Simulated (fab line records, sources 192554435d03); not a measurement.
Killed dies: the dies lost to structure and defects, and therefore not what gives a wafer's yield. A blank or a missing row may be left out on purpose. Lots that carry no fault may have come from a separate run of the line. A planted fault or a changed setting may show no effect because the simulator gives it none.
Chamber matching / flow n5Finfet / N5_BEOL_M3_PECVD_72 on pecvd-02 has 3 sister chambers
The step deposits SiO2 from TEOS/O2, target thk 16 nm, time 18 s. 3 wafers are shown with their chamber, then 10 later ones without.

EACH WAFER AND ITS CHAMBER
wafer=L082.3; chamber=2; throttleValvePct (%)=20.3
wafer=L085.4; chamber=0; throttleValvePct (%)=21.6
wafer=L085.5; chamber=1; throttleValvePct (%)=21.3

WAFERS MISSING THEIR CHAMBER
wafer=L085.6; throttleValvePct (%)=20.5
wafer=L090.2; throttleValvePct (%)=22.0
wafer=L090.3; throttleValvePct (%)=20.7
wafer=L090.5; throttleValvePct (%)=21.9
wafer=L093.1; throttleValvePct (%)=20.6
wafer=L093.4; throttleValvePct (%)=22.0
wafer=L093.6; throttleValvePct (%)=21.0
wafer=L096.2; throttleValvePct (%)=20.7
wafer=L096.3; throttleValvePct (%)=22.2
wafer=L096.5; throttleValvePct (%)=22.1

THE CHAMBER EACH PASSED THROUGH
wafer=L085.6; from the rows above=can't be placed: 2 or 1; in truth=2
wafer=L090.2; from the rows above=can't be placed: 0 or 1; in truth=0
wafer=L090.3; from the rows above=can't be placed: 2 or 1 or 0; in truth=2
wafer=L090.5; from the rows above=can't be placed: 0 or 1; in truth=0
wafer=L093.1; from the rows above=can't be placed: 2 or 1 or 0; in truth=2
wafer=L093.4; from the rows above=can't be placed: 0 or 1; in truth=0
wafer=L093.6; from the rows above=can't be placed: 1 or 0 or 2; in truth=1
wafer=L096.2; from the rows above=can't be placed: 2 or 1 or 0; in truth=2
wafer=L096.3; from the rows above=can't be placed: 0 or 1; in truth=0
wafer=L096.5; from the rows above=can't be placed: 0 or 1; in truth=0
0 of 10 placed correctly. These rows do not allow placing 10 (true chamber among the candidates in 10). 0 placed wrongly.
How it was worked out, from the rows above alone: a wafer's distance from a chamber is the root of the sum, over the readings, of the square of ((its reading less the chamber's mean) divided by the reading's scatter). The wafer belongs to the nearest chamber; if the next one is less than 2 further off, it can't be placed. A chamber's mean is the mean of its shown wafers. The scatter (one wafer shown for each chamber): square how far every hidden wafer sits from the nearest shown wafer, average those squares and take the square root.
